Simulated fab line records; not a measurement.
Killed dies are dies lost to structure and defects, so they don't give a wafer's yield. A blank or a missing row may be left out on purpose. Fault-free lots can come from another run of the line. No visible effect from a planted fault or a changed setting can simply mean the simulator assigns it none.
Comparing a struck lot with a sound one | flow n5 finfet | 39 out of 1938 route steps
Sound: these wafers, L591.1, L591.3, L591.6. Struck: wafer L593.5 (L593.2, L593.6, from the same lot, were not struck and are left out); the cause is given at the end.
Per side, at each step with rows, come the tool, then ch with its chambers, and then its first start. Under that, the readings that differ: sound wafers | struck wafers | difference of the means | sigmas: that difference in standard deviations of wafers without a fault.
alike: same words and numbers on both sides, and readings whose means sit less than 2 such deviations apart. not compared: any withheld reading, any reading some wafer has no value for, any bound like >300 that may hide the same value, and any number with overlapping values for which the record gives no deviation.
Wherever a step has rows on one side only, a row that says differs or no value, or a row with sigmas, the two part there. When numbers do not overlap yet have no deviation, they are printed without sigmas and do not part them. Lack of a reading on every wafer of one side parts them only where that side has two or more wafers.

first, 9 steps without rows for these wafers: N5_BEOL_M4_DEVELOP_27 (develop time 30 s); N5_BEOL_M4_DESCUM_33 (chemistry O2, time 7 s); N5_BEOL_M4_ETCH_77 (etches underlayer in N2/H2, target depth 6.5 nm, time 5.2 s); N5_BEOL_M4_ETCH_69 (etches SiARC in CF4, target depth 15.6 nm, time 26 s); N5_BEOL_M4_ALD_98 (deposits SiO2, target thk 2.5 nm, pulse time 1 s, co reactant pulse time 1 s); N5_BEOL_M4_ETCHBACK_99 (etches SiO2 in CHF3, target depth 5 nm, time 10.4 s); N5_BEOL_M4_ETCH_70 (etches SOC in N2/H2, target depth 80 nm, overetch 24 nm, time 130 s); N5_BEOL_M4_STRIP_71 (strips in N2/H2); N5_BEOL_M4_STRIP_78 (strips in N2/H2).
N5_BEOL_M4_VIA_ETCH_34: etches the open film in C4F6/O2, target depth 69.4 nm, time 65.9 s.
  sound on rie diel-01 ch 0,2,3, day 11 19:07; struck on rie diel-01 ch 2, day 12 07:44
  reading                                  | sound             | struck | difference | sigmas
  oes product au (a.u.)                    | 0.74 0.69 0.73    | 0.48   | -0.24      | -3
  model.etch.depth nm (nm)                 | 67.27 67.29 68.13 | 34.91  | -32.65     |
  model.SOC_of_BEOL_M4_COAT_67.thk nm (nm) | 51.8 52.2 52.2    | 56     | +4         |
  alike: drypump motor current A, rf vpp V, showerhead plenum p Torr, throttle valve pct
  not compared: rf hours counter h
then, 27 steps without rows for these wafers: N5_BEOL_M4_STRIP_83 (strips in C4F6/O2); N5_BEOL_M4_STRIP_36 (strips in N2/H2); N5_BEOL_M4_TRENCH_ETCH_37 (etches SiOC in C4F6/O2, target depth 55.555 nm, time 29.2 s); N5_BEOL_M4_ETCH_41 (etches SiCN in CH3F/O2, target depth 29.9 nm, time 52.5 s); N5_BEOL_M4_STRIP_97 (strips in N2/H2, time 10 s); N5_BEOL_M4_HM_STRIP_39 (strips TiN in peroxide tin strip, target depth 25 nm, time 158 s); N5_BEOL_M4_SRD_40 (time 30 s); N5_BEOL_M4_PRECLEAN_42 (cleans in residue remover, time 60 s); N5_BEOL_M4_SRD_43 (time 30 s); N5_BEOL_M4_DEGAS_44 (time 60 s); N5_BEOL_M4_PRE_CLEAN_45 (time 30 s); N5_BEOL_M4_ALD_84 (deposits TaN, pulse time 2 s, purge time 3 s, co reactant purge time 2 s); N5_BEOL_M4_SURFACE_TREAT_85; N5_BEOL_M4_CVD_47 (deposits Co from CCTBA/H2, target thk 3 nm, time 223.8 s); N5_BEOL_M4_SPUTTER_48 (material Cu, target thk 4.5 nm, time 8.29 s); N5_BEOL_M4_ANNEAL_49 (time 240 s); N5_BEOL_M4_SPUTTER_79 (material Cu, target thk 4.5 nm, time 8.29 s); N5_BEOL_M4_ANNEAL_80 (time 240 s); N5_BEOL_M4_SPUTTER_81 (material Cu, target thk 4.5 nm, time 8.29 s); N5_BEOL_M4_ANNEAL_82 (time 240 s); N5_BEOL_M4_SPUTTER_86 (material Cu, target thk 4.5 nm, time 8.29 s); N5_BEOL_M4_ANNEAL_87 (time 240 s); N5_BEOL_M4_SPUTTER_88 (material Cu, target thk 4.5 nm, time 8.29 s); N5_BEOL_M4_ANNEAL_89 (time 240 s); N5_BEOL_M4_SPUTTER_90 (material Cu, target thk 4.5 nm, time 8.29 s); N5_BEOL_M4_ANNEAL_91 (time 240 s); N5_BEOL_M4_SPUTTER_92 (material Cu, target thk 4.5 nm, time 8.29 s).
N5_BEOL_M4_RC_MEAS_101:
  sound on prober-02 ch 0, day 12 00:41; struck on prober-01 ch 0, day 12 12:28
  reading       | sound          | struck | difference | sigmas
  SS_P (mV/dec) | 72.3 72.9 72.5 | 74.4   | +1.8       | +3
  alike: DIBL_N, DIBL_P, IOFF_N, IOFF_P, ION_N, ION_P, SS_N, VT_N, VT_P
-- a jump in the record: the struck wafers' starts before and after are 5 days apart (it breaks off in module BEOL_M4 and resumes in module PASSIVATION, where the first step shown is number 1936 of the route) --
N5_PASSIVATION_PROBE_49:
  struck on prober-01, day 17 11:19; sound on prober-02, day 16 11:46
  reading         | sound    | struck | difference | sigmas
  killed_at_M4_up | 13 13 13 | 38     | +25        | +4
  killed on rim   | 20 16 10 | 26     | +11        | +3
  alike: defect limited yield, killed_at_M0_to_M3, killed at contacts, killed at front end, killed at other, killed dies, killed open, killed short, sort_bin_4_leakage, sort_bin_5_function, sort_bin_6_memory, sort n pass, sort yield pct

WHERE THEY PART
Earliest at N5_BEOL_M4_VIA_ETCH_34; latest, in this record, at N5_PASSIVATION_PROBE_49.

WHY: what the simulator had put in
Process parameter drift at N5_BEOL_M4_VIA_ETCH_34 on rie diel-01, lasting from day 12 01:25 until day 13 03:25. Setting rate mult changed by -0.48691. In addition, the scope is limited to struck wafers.
